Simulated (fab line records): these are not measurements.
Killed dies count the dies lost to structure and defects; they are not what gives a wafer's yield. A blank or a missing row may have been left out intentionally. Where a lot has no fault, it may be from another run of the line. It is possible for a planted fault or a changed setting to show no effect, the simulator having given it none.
Comparing a struck lot with a sound one    flow n5-finfet    17 out of 1938 route steps
Sound: the wafers L173.2, L173.3, L173.6. Struck: wafers L184.4, L184.5. (L184.3 of the same lot was not struck and is left out.) The cause comes at the end.
At each step with rows: each side's tool, then ch and its chambers, then its first start. Under that, the readings that differ: sound wafers    struck wafers    difference of the means    sigmas: that difference in standard deviations of wafers without a fault.
alike: a reading whose means differ by less than 2 such deviations, as well as words and numbers matching on both sides. not compared: withheld readings; readings where some wafer has no value; bounds like >300 that might hide an equal value; numbers whose values overlap and for which the record gives no deviation.
Wherever a step has rows on one side only, a row that says differs or no value, or a row with sigmas, the two part there. When numbers do not overlap yet have no deviation, they are printed without sigmas and do not part them. A reading missing from all wafers of one side parts the sides only when that side holds two or more wafers.

first, 5 steps without rows for these wafers: N5_BEOL_M0_DEGAS_112 (time 60 s); N5_BEOL_M0_PRE_CLEAN_113 (time 30 s); N5_BEOL_M0_ALD_136 (deposits TaN, pulse time 2 s, purge time 3 s, co reactant purge time 2 s); N5_BEOL_M0_SURFACE_TREAT_137; N5_BEOL_M0_CVD_115 (deposits Co from CCTBA/H2, time 120 s).
N5_BEOL_M0_SPUTTER_116: material Cu, target thk 4 nm, time 7.37 s.
  sound: pvd-sputter-01 at day 6 19:23; struck: pvd-sputter-02 at day 9 07:07
  alike: susceptor-temp-C, throttle-valve-pct
then, 2 steps without rows for these wafers: N5_BEOL_M0_ANNEAL_117 (time 60 s); N5_BEOL_M0_SPUTTER_132 (material Cu, target thk 4 nm, time 7.37 s).
N5_BEOL_M0_ANNEAL_133: time 60 s.
  sound: pvd-sputter-01 at day 6 19:35; struck: pvd-sputter-02 at day 9 07:19
  alike: heater-power-w, susceptor-temp-C
then, 1 step without rows for these wafers: N5_BEOL_M0_SPUTTER_134 (material Cu, target thk 4 nm, time 7.37 s).
N5_BEOL_M0_ANNEAL_135: time 60 s.
  sound: pvd-sputter-01 at day 6 19:42; struck: pvd-sputter-02 at day 9 07:26
  alike: heater-power-w, susceptor-temp-C
N5_BEOL_M0_SPUTTER_141: material Cu, target thk 4 nm, time 7.37 s.
  sound: pvd-sputter-01 at day 6 19:44; struck: pvd-sputter-02 at day 9 07:29
  alike: susceptor-temp-C, throttle-valve-pct
N5_BEOL_M0_ECD_118: material Cu, target thk 300 nm.
  sound on ecd-cu-01 ch 0, day 6 19:51; struck on ecd-cu-01 ch 0, day 9 07:37
reading                                  sound            struck     difference  sigmas
model.Cu_of_BEOL_M0_ECD_118.thk-nm (nm)  305.6 304 301.6  222 224.2  -81         
N5_BEOL_M0_ANNEAL_119: time 90 s.
  sound on rtp-anneal-01 ch 0, day 6 20:28; struck on rtp-anneal-02 ch 0, day 9 07:46
  alike: wafer_temp_C_max
N5_BEOL_M0_CMP_120: polishes, stops on SiOC, t overpolish 6.9 s.
  sound on cmp-01 ch 1,2,3, day 6 20:44; struck on cmp-04 ch 2,3, day 9 08:03
reading                 sound     struck  difference  sigmas
time-to-endpoint-s (s)  68 59 68  45 49   -18         -4
  alike: motor-current-A, retaining-ring-pressure-frac
-- record jumps: 3 days separate the struck wafers' starts on either side; left off in module BEOL_M0, taken up again in module BEOL_M4, whose first shown step is the route's number 1111 --
N5_BEOL_M4_RC_MEAS_101:
  sound on prober-02 ch 0, day 10 11:44; struck on prober-02 ch 0, day 12 14:14
reading        sound           struck     difference  sigmas
SS_N (mV/dec)  71.9 71.8 70.8  73.8 73.5  +2.2        +3
  alike: DIBL_N, DIBL_P, IOFF_N, IOFF_P, ION_N, ION_P, SS_P, VT_N, VT_P
N5_PASSIVATION_PROBE_49:
  the record holds rows for the sound wafers here (prober-01, day 15 01:15) but none for the struck ones

== WHERE THEY PART ==
Last at N5_PASSIVATION_PROBE_49 as far as this record goes, first at N5_BEOL_M0_CMP_120.

WHY: what had been put in by the simulator
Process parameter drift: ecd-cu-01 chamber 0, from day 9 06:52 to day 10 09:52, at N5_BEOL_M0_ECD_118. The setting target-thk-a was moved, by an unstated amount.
